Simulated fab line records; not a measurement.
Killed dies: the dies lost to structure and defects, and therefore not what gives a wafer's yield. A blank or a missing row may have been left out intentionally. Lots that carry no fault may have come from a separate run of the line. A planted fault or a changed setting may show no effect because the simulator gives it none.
Which of the tools did it? ; flow nandHarc ; Sampling: 12 lots, 36 wafers, 4 of 1159 route steps

## WHAT THE GAUGES SHOWED, per wafer
Not one reading of a measure or inspect step in the record can be checked against a usual standard deviation.

## TOOL THAT RAN EACH LOT (tool first, then ch and the chambers of the sampled wafers, then the start)
lot;NHARC_A_CHANNEL_HOLE_D1_DESCUM_15;NHARC_A_CHANNEL_FILL_D1_ETCHBACK_19;NHARC_A_CHANNEL_FILL_D1_STRIP_28;NHARC_A_CHANNEL_FILL_D1_CMP_10
L278;rieDiel-09 ch 1,2,3, day 8 15:11;rieSi-01 ch 0,1,3, day 9 22:34;rieDiel-07 ch 0,2, day 9 22:48;cmp-03 ch 0,1, day 10 21:39
L279;rieDiel-11 ch 0,3, day 8 15:35;rieSi-06 ch 0,2, day 9 22:36;rieDiel-12 ch 1,2, day 9 22:48;cmp-02 ch 0,1,2, day 10 21:40
L281;rieDiel-09 ch 2,3, day 8 22:33;rieSi-02 ch 0,1,3, day 10 07:12;rieDiel-12 ch 1,2,3, day 10 07:25;cmp-04 ch 0,1,3, day 11 06:41
L282;rieDiel-09 ch 1,3, day 9 08:12;rieSi-02 ch 0,3, day 10 15:50;rieDiel-03 ch 0,1,3, day 10 16:07;cmp-03 ch 0,2, day 11 19:10
L284;rieDiel-09 ch 0,1, day 9 14:28;rieSi-06 ch 0,1, day 10 21:57;rieDiel-07 ch 0,1,2, day 10 22:10;cmp-04 ch 1,2, day 11 19:08
L283;rieDiel-10 ch 2,3, day 9 14:44;rieSi-01 ch 0,1, day 10 21:57;rieDiel-12 ch 0,2,3, day 10 22:11;cmp-02 ch 0,1,2, day 11 21:28
L290;rieDiel-10 ch 0,2,3, day 11 12:13;rieSi-02 ch 0,1,2, day 12 19:56;rieDiel-12 ch 1,2,3, day 12 20:10;cmp-02 ch 0,1,3, day 13 19:14
L292;rieDiel-09 ch 0,3, day 11 13:25;rieSi-01 ch 0,2,3, day 12 23:05;rieDiel-03 ch 0,3, day 12 23:16;cmp-03 ch 0,3, day 14 02:25
L291;rieDiel-09 ch 0,1, day 12 06:58;rieSi-01 ch 0,2, day 13 14:28;rieDiel-12 ch 1,2,3, day 13 14:41;cmp-04 ch 0,1,2, day 14 18:44
L297;rieDiel-09 ch 1,2, day 12 16:29;rieSi-02 ch 0,1, day 14 02:37;rieDiel-03 ch 0,1,2, day 14 02:50;cmp-02 ch 1,2,3, day 15 02:13
L299;rieDiel-10 ch 0,1,3, day 13 21:00;rieSi-02 ch 0,1,3, day 15 08:58;rieDiel-12 ch 1,2,3, day 15 09:11;cmp-03 ch 1,2,3, day 16 08:13
L300;rieDiel-11 ch 0,1,2, day 13 21:20;rieSi-06 ch 1,2,3, day 15 08:58;rieDiel-03 ch 0,1,2, day 15 09:11;cmp-02 ch 0,1,2, day 16 08:12
- NHARC_A_CHANNEL_HOLE_D1_DESCUM_15: chemistry O2, time 3 s.
- NHARC_A_CHANNEL_FILL_D1_ETCHBACK_19: etches the open film in HBr/Cl2, target depth 5 nm, time 1.7 s.
- NHARC_A_CHANNEL_FILL_D1_STRIP_28: strips in O2, time 20 s.
- NHARC_A_CHANNEL_FILL_D1_CMP_10: polishes, target thk 150 nm.

## WHAT THE TOOLS THEMSELVES READ (means of the sampled wafers that have a number; where no wafer has one, the mark that the record gives instead)
NHARC_A_CHANNEL_HOLE_D1_DESCUM_15.
lot;tool;drypumpMotorCurrentA (A);oesProductAu (a.u.);rfVppV (V);showerheadPlenumPTorr (Torr);throttleValvePct (%)
L278;rieDiel-09;5.8;1.003;58.2;1.96;11.301
L279;rieDiel-11;5.7;1.004;58.5;1.99;11.314
L281;rieDiel-09;5.6;1.005;57.2;1.92;11.314
L282;rieDiel-09;5.9;0.993;58.2;2.00;11.311
L284;rieDiel-09;6.2;0.998;58.2;2.01;11.314
L283;rieDiel-10;5.2;1.006;57.5;1.86;11.309
L290;rieDiel-10;5.4;1.002;57.3;1.87;11.308
L292;rieDiel-09;6.1;1.015;58.4;1.94;11.317
L291;rieDiel-09;6.3;1.011;57.8;1.97;11.307
L297;rieDiel-09;6.0;1.007;57.9;1.93;11.312
L299;rieDiel-10;5.9;1.004;57.7;1.86;11.310
L300;rieDiel-11;5.6;1.007;57.9;1.88;11.313

NHARC_A_CHANNEL_FILL_D1_ETCHBACK_19.
lot;tool;drypumpMotorCurrentA (A);oesProductAu (a.u.);throttleValvePct (%)
L278;rieSi-01;5.7;0.997;26.406
L279;rieSi-06;5.9;0.995;26.407
L281;rieSi-02;5.7;0.996;26.407
L282;rieSi-02;5.5;1.003;26.405
L284;rieSi-06;5.9;0.994;26.405
L283;rieSi-01;6.0;1.003;26.409
L290;rieSi-02;5.6;0.999;26.414
L292;rieSi-01;5.6;1.233;26.410
L291;rieSi-01;5.7;1.235;26.399
L297;rieSi-02;5.6;1.003;26.398
L299;rieSi-02;5.7;1.001;26.403
L300;rieSi-06;6.0;1.004;26.415

NHARC_A_CHANNEL_FILL_D1_STRIP_28.
lot;tool;drypumpMotorCurrentA (A);oesProductAu (a.u.);rfVppV (V);showerheadPlenumPTorr (Torr);throttleValvePct (%)
L278;rieDiel-07;5.2;1.002;57.8;3.59;17.042
L279;rieDiel-12;5.6;1.001;57.9;3.34;17.032
L281;rieDiel-12;5.7;1.000;57.0;3.42;17.034
L282;rieDiel-03;5.7;0.998;57.5;3.44;17.035
L284;rieDiel-07;5.4;1.001;58.0;3.55;17.038
L283;rieDiel-12;5.9;0.994;58.1;3.50;17.038
L290;rieDiel-12;5.7;1.001;58.0;3.42;17.042
L292;rieDiel-03;6.0;1.006;57.8;3.49;17.029
L291;rieDiel-12;5.7;0.997;57.9;3.42;17.031
L297;rieDiel-03;5.7;1.013;57.1;3.50;17.036
L299;rieDiel-12;5.7;1.004;57.6;3.42;17.033
L300;rieDiel-03;5.7;1.010;58.8;3.50;17.036

NHARC_A_CHANNEL_FILL_D1_CMP_10.
lot;tool;edgeZonePressureFrac;motorCurrentA (A);timeToEndpointS (s)
L278;cmp-03;0.998;10.8;14.3
L279;cmp-02;0.996;12.0;14.5
L281;cmp-04;1.000;13.0;14.8
L282;cmp-03;1.000;10.7;18.0
L284;cmp-04;0.992;12.8;16.2
L283;cmp-02;1.002;11.9;15.2
L290;cmp-02;0.999;12.3;16.0
L292;cmp-03;1.003;11.8;16.7
L291;cmp-04;1.006;13.1;17.3
L297;cmp-02;1.001;11.9;17.4
L299;cmp-03;0.999;11.4;15.3
L300;cmp-02;1.002;12.0;14.5

## THE ANSWER, worked out from the rows above alone
Rule: the usual values come from the lots themselves. Put in order of their means at a reading, lots are off if they are a third of the lots or fewer, leave a main group of 4 or more, and stand apart from it by a gap of 3 or more times the standard deviation of the main group's means; of several such gaps the widest counts. A main group whose means are all the same, to the digits that the tables above print for the reading, isn't used. Also off: a lot with no number at a reading for which 4 or more lots have one. Where the step has rows for the other lots, those lots are counted as sound. The gauges are gone through in route order, then the tools' own readings, and for those a lot's mean is taken as printed above. The first step at which some lot is off is used, and at that step the reading that is off furthest; a lot without a number counts as furthest.
Off: L292, L291, at NHARC_A_CHANNEL_FILL_D1_ETCHBACK_19 (oesProductAu). Mean 0.999 a.u. and standard deviation 0.0036 in the main group.
A tool fits if, at that step or a process step before it, it ran every lot that is off, and no sound lot after the first of them. One fits: NHARC_A_CHANNEL_FILL_D1_ETCHBACK_19 on rieSi-01. A fault onset in the window from L283 (day 10 21:57, its last sound lot) to L292 (day 12 23:05, its first lot off) fits.
The tool's own readings at NHARC_A_CHANNEL_FILL_D1_ETCHBACK_19 bear it out: on the lots that are off they differ by more than 5 times the standard deviation of the sound lots' means. oesProductAu reads 1.234 a.u. there against 0.999 a.u. on the sound lots.

## WHAT HAD BEEN PUT IN BY THE SIMULATOR
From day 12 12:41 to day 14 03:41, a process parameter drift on rieSi-01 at NHARC_A_CHANNEL_FILL_D1_ETCHBACK_19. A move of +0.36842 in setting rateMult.
Struck lots among those shown: L292, L291. This agrees with what the rule above found.
